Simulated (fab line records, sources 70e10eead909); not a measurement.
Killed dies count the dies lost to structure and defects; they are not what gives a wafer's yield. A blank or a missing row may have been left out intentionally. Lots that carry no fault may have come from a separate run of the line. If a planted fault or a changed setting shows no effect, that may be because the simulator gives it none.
A struck lot beside a sound one / flow nandHarc / 26 steps out of a route of 1159
Sound: these wafers, L344.1, L344.2, L344.4. Wafers L355.2, L355.4, L355.6 were the ones struck. Last of all comes the cause.
Per side, at each step with rows, come the tool, then ch with its chambers, and then its first start. Under that, the readings that differ: sound wafers / struck wafers / difference of the means / sigmas: that difference in standard deviations of wafers without a fault.
alike: words and numbers the same on both sides, and readings whose means are apart by under 2 such deviations; not compared: readings that were withheld, readings missing a value for some wafer, numbers with overlapping values and no deviation given by the record, and bounds like >300 which may hide the same value.
Wherever a step has rows on one side only, a row that says differs or no value, or a row with sigmas, the two part there. Numbers that don't overlap but have no deviation are shown without sigmas and don't part them. Lack of a reading on every wafer of one side parts them only where that side has two or more wafers.

first, 6 steps without rows for these wafers: NHARC_P_GATE_STRIP_15 (strips in SPM, time 780 s); NHARC_P_GATE_PRECLEAN_71 (cleans in SC1); NHARC_P_GATE_SRD_72; NHARC_P_GATE_OXIDE_16 (material SiO2, target thk 3 nm, ox time 392 s); NHARC_P_GATE_CVD_17 (deposits poly-Si, target thk 150 nm, time 900 s); NHARC_P_GATE_HM_DEP_102 (deposits aC, target thk 120 nm).
NHARC_P_GATE_DEP_103: deposits SiON, target thk 30 nm.
  sound on pecvd-04 ch 0,1,2, day 5 08:07; struck on pecvd-04 ch 0,2, day 8 03:30
  alike: heaterPowerW
then, 5 steps without rows for these wafers: NHARC_P_GATE_DEHYDRATE_18 (time 120 s); NHARC_P_GATE_HMDS_19 (time 30 s); NHARC_P_GATE_COAT_20 (resist thk 90 nm); NHARC_P_GATE_SOFTBAKE_21 (time 55 s); NHARC_P_GATE_EBR_22.
NHARC_P_GATE_EXPOSE_23: exposes mask P GATE, target cd 120 nm.
  sound on arfiScanner-02 ch 0, day 5 08:32; struck on arfiScanner-01 ch 0, day 8 04:02
reading=mask; sound=P_GATE#0 P_GATE#0 P_GATE#0; struck=P_GATE_R1#0 P_GATE_R1#0 P_GATE_R1#0; difference=differs; sigmas=
then, 2 steps without rows for these wafers: NHARC_P_GATE_PEB_24 (peb time 65 s); NHARC_P_GATE_DEVELOP_25 (develop time 35 s).
NHARC_P_GATE_CD_MEAS_26 targets a cd of 120 nm.
  sound on cdSem-01 ch 0, day 5 08:40; struck on cdSem-01 ch 0, day 8 04:10
reading=cdNm (nm); sound=119.0 120.0 120.1; struck=105.2 106.6 106.0; difference=-13.8; sigmas=-20
NHARC_P_GATE_OVL_MEAS_27:
  struck on overlay-01, day 8 04:16; sound on overlay-01, day 5 08:46
  alike: overlayXNm, overlayYNm
NHARC_P_GATE_INSPECT_28:
  struck on defectInspect-01, day 8 04:18; sound on defectInspect-01, day 5 08:48
  alike: rawDefectCount
NHARC_P_GATE_DESCUM_31: chemistry O2, time 3 s.
  sound on rieDiel-03 ch 1,2,3, day 5 08:53; struck on rieDiel-03 ch 0,2, day 8 04:22
reading=model.P_GATE.cdNm (nm); sound=119.9 119.8 119.2; struck=105.2 107.4 105.7; difference=-13.5; sigmas=
  alike: drypumpMotorCurrentA, oesProductAu, rfVppV, showerheadPlenumPTorr, throttleValvePct
  not compared: rfHoursCounterH
NHARC_P_GATE_ETCH_104: etches the open film in CF4/CHF3, target depth 60 nm.
  sound on rieDiel-03 ch 0,1,2, day 5 08:58; struck on rieDiel-03 ch 0,2,3, day 8 04:26
  alike: drypumpMotorCurrentA, oesProductAu, rfVppV, showerheadPlenumPTorr, throttleValvePct
NHARC_P_GATE_HM_OPEN_105: chemistry O2/COS, target depth 360 nm.
  sound on rieDiel-03 ch 0,1,3; struck on rieDiel-03 ch 0,2
  alike: drypumpMotorCurrentA, oesProductAu, rfVppV, showerheadPlenumPTorr, throttleValvePct
  not compared: rfHoursCounterH
then, 1 step without rows for these wafers: NHARC_P_GATE_STRIP_106 (strips in O2/COS).
NHARC_P_GATE_ETCH_114: etches the open film in CF4/O2, target depth 30 nm, overetch 3 nm, time 16.5 s.
  sound on rieDiel-03 ch 0,1,3; struck on rieDiel-03 ch 2,3
  alike: drypumpMotorCurrentA, oes_o_777_au, oesProductAu, rfVppV, showerheadPlenumPTorr, throttleValvePct
  not compared: rfHoursCounterH
NHARC_P_GATE_ETCH_32: etches the open film in HBr/Cl2, target depth 150 nm, time 100.1 s.
  sound on rieSi-06 ch 0,2,3, day 5 09:20; struck on rieSi-04 ch 0,2,3, day 8 04:50
reading=model.P_GATE.cdNm (nm); sound=123.9 119.2 117.9; struck=107.6 105.5 109.9; difference=-12.7; sigmas=
  alike: drypumpMotorCurrentA, hbrFlowSccm, oesProductAu, throttleValvePct
  not compared: rfHoursCounterH
NHARC_P_GATE_STRIP_108: strips in O2.
  sound on rieDiel-03 ch 1,2,3, day 5 09:34; struck on rieDiel-03 ch 2,3, day 8 05:00
  alike: drypumpMotorCurrentA, oesProductAu, rfVppV, showerheadPlenumPTorr, throttleValvePct
  not compared: rfHoursCounterH
-- the record jumps here: 15 days lie between the struck wafers' starts before and after (it left off in module P_GATE and takes up again in module END, whose first step shown is number 1159 of the route) --
NHARC_END_SORT_01:
  here the record holds rows for the struck wafers (prober-01 ch 0, day 22 22:19) but none for the sound ones

## WHERE THEY PART
At NHARC_P_GATE_EXPOSE_23 first; at NHARC_END_SORT_01 last (within this record only).

WHY: whatever the simulator had introduced
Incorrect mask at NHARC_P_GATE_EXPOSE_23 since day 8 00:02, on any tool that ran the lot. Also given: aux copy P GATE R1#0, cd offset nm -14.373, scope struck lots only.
